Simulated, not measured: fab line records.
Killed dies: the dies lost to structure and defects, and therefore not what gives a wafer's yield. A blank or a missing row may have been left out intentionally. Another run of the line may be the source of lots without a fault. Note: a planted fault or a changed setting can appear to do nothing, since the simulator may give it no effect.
Split-lot experiment || flow n5-finfet || 21 wafers read across 7 lots, on a route 1938 steps long

## THE SPLIT ITSELF
At N5_BEOL_M11_ETCH_66 (etches SOC in N2/H2, target depth 120 nm, overetch 24 nm, time 180 s), the setting time-s was moved away from the recipe's 180 s on 8 of the 21 wafers read, by -18.8% to +20.1%. All remaining wafers had this setting at the recipe value.

The reading is taken at the split's own step.

## THE READING
SiARC_of_BEOL_M11_COAT_64.thk-nm (the simulator's own value, which no gauge read), in nm, at N5_BEOL_M11_ETCH_66 (etches SOC in N2/H2, target depth 120 nm, overetch 24 nm, time 180 s). The file does not state a usual value for it. Here, 13 wafers ran the recipe; their average is 22.6 nm with a standard deviation of 0.28 nm.

{"wafer": "L074.3", "tool, chamber at the split": "rie-diel-05, 0", "time-s as run, s": 180, "against the recipe": "recipe", "SiARC_of_BEOL_M11_COAT_64.thk-nm, nm": 22.2, "against lot-mates on the recipe": "-"}
{"wafer": "L074.4", "tool, chamber at the split": "rie-diel-05, 0", "time-s as run, s": 180, "against the recipe": "recipe", "SiARC_of_BEOL_M11_COAT_64.thk-nm, nm": 22.4, "against lot-mates on the recipe": "-"}
{"wafer": "L074.6", "tool, chamber at the split": "rie-diel-05, 1", "time-s as run, s": 198.5, "against the recipe": "+10.3%", "SiARC_of_BEOL_M11_COAT_64.thk-nm, nm": 21.8, "against lot-mates on the recipe": -0.5}
{"wafer": "L075.1", "tool, chamber at the split": "rie-diel-05, 1", "time-s as run, s": 180, "against the recipe": "recipe", "SiARC_of_BEOL_M11_COAT_64.thk-nm, nm": 22.4, "against lot-mates on the recipe": "-"}
{"wafer": "L075.2", "tool, chamber at the split": "rie-diel-05, 0", "time-s as run, s": 180, "against the recipe": "recipe", "SiARC_of_BEOL_M11_COAT_64.thk-nm, nm": 22.2, "against lot-mates on the recipe": "-"}
{"wafer": "L075.3", "tool, chamber at the split": "rie-diel-05, 3", "time-s as run, s": 203.9, "against the recipe": "+13.3%", "SiARC_of_BEOL_M11_COAT_64.thk-nm, nm": 21.6, "against lot-mates on the recipe": -0.7}
{"wafer": "L077.2", "tool, chamber at the split": "rie-diel-05, 3", "time-s as run, s": 180, "against the recipe": "recipe", "SiARC_of_BEOL_M11_COAT_64.thk-nm, nm": 22.8, "against lot-mates on the recipe": "-"}
{"wafer": "L077.3", "tool, chamber at the split": "rie-diel-05, 2", "time-s as run, s": 216.2, "against the recipe": "+20.1%", "SiARC_of_BEOL_M11_COAT_64.thk-nm, nm": 20.6, "against lot-mates on the recipe": -2.2}
{"wafer": "L077.5", "tool, chamber at the split": "rie-diel-05, 1", "time-s as run, s": 216.2, "against the recipe": "+20.1%", "SiARC_of_BEOL_M11_COAT_64.thk-nm, nm": 21, "against lot-mates on the recipe": -1.8}
{"wafer": "L078.2", "tool, chamber at the split": "rie-diel-05, 1", "time-s as run, s": 146.1, "against the recipe": "-18.8%", "SiARC_of_BEOL_M11_COAT_64.thk-nm, nm": 24, "against lot-mates on the recipe": "+1.5"}
{"wafer": "L078.5", "tool, chamber at the split": "rie-diel-05, 1", "time-s as run, s": 180, "against the recipe": "recipe", "SiARC_of_BEOL_M11_COAT_64.thk-nm, nm": 22.6, "against lot-mates on the recipe": "-"}
{"wafer": "L078.6", "tool, chamber at the split": "rie-diel-05, 0", "time-s as run, s": 180, "against the recipe": "recipe", "SiARC_of_BEOL_M11_COAT_64.thk-nm, nm": 22.4, "against lot-mates on the recipe": "-"}
{"wafer": "L087.1", "tool, chamber at the split": "rie-diel-06, 0,2", "time-s as run, s": 180, "against the recipe": "recipe", "SiARC_of_BEOL_M11_COAT_64.thk-nm, nm": 23, "against lot-mates on the recipe": "-"}
{"wafer": "L087.4", "tool, chamber at the split": "rie-diel-06, 0,2", "time-s as run, s": 180, "against the recipe": "recipe", "SiARC_of_BEOL_M11_COAT_64.thk-nm, nm": 23, "against lot-mates on the recipe": "-"}
{"wafer": "L087.3", "tool, chamber at the split": "rie-diel-06, 3", "time-s as run, s": 180, "against the recipe": "recipe", "SiARC_of_BEOL_M11_COAT_64.thk-nm, nm": 22.8, "against lot-mates on the recipe": "-"}
{"wafer": "L092.3", "tool, chamber at the split": "rie-diel-03, 1", "time-s as run, s": 167.6, "against the recipe": "-6.9%", "SiARC_of_BEOL_M11_COAT_64.thk-nm, nm": 22.8, "against lot-mates on the recipe": "+0.2"}
{"wafer": "L092.4", "tool, chamber at the split": "rie-diel-03, 0", "time-s as run, s": 180, "against the recipe": "recipe", "SiARC_of_BEOL_M11_COAT_64.thk-nm, nm": 22.6, "against lot-mates on the recipe": "-"}
{"wafer": "L092.6", "tool, chamber at the split": "rie-diel-03, 3", "time-s as run, s": 167.6, "against the recipe": "-6.9%", "SiARC_of_BEOL_M11_COAT_64.thk-nm, nm": 23, "against lot-mates on the recipe": "+0.4"}
{"wafer": "L097.1", "tool, chamber at the split": "rie-diel-06, 1", "time-s as run, s": 212.1, "against the recipe": "+17.8%", "SiARC_of_BEOL_M11_COAT_64.thk-nm, nm": 21.4, "against lot-mates on the recipe": -1.4}
{"wafer": "L097.4", "tool, chamber at the split": "rie-diel-06, 3", "time-s as run, s": 180, "against the recipe": "recipe", "SiARC_of_BEOL_M11_COAT_64.thk-nm, nm": 22.6, "against lot-mates on the recipe": "-"}
{"wafer": "L097.5", "tool, chamber at the split": "rie-diel-06, 2", "time-s as run, s": 180, "against the recipe": "recipe", "SiARC_of_BEOL_M11_COAT_64.thk-nm, nm": 23, "against lot-mates on the recipe": "-"}
The file does not say which wafer passed through which chamber wherever a row lists several chambers: such a row stands for several wafers.

THE FIT
A straight line over all 21 wafers: SiARC_of_BEOL_M11_COAT_64.thk-nm changes by -0.0777 nm for each +1% of time-s; r = -0.94; the points scatter about the line by 0.27 nm.
The same after taking each lot's own level away (the mean of its wafers on the recipe; 21 wafers): -0.0813 nm for each +1%; r = -0.96; scatter 0.22 nm.
The reading moves by 1.6 nm for the largest change in time-s, on that fit.
The span of the lots' own levels, 22.30 to 22.93 nm, comes to 2.3 times the standard deviation stated above.
The two slopes agree, so the slope changes little with the lot-to-lot level.
Check: with one of the wafers moved furthest among these (+20.1%) left out of the fit, the line predicts -1.5 nm for it against its lot-mates. Against them it came out at -2.2 nm.

## ADDITIONAL SPLITS CARRIED BY THESE WAFERS
Before the reading, these wafers also passed through other splits. Each is held against what the fit with the lots' levels taken away leaves over:
{"other split on the same wafers": "N5_BEOL_M11_COAT_59 spin-rpm", "wafers away from the commonest value": 7, "r with SiARC_of_BEOL_M11_COAT_64.thk-nm (lot level and that fit taken away)": "+0.26"}

## THE FILE'S OWN FIT
SiARC_of_BEOL_M11_COAT_64.thk-nm changes by -0.0782 nm for each +1% of time-s, r = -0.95.
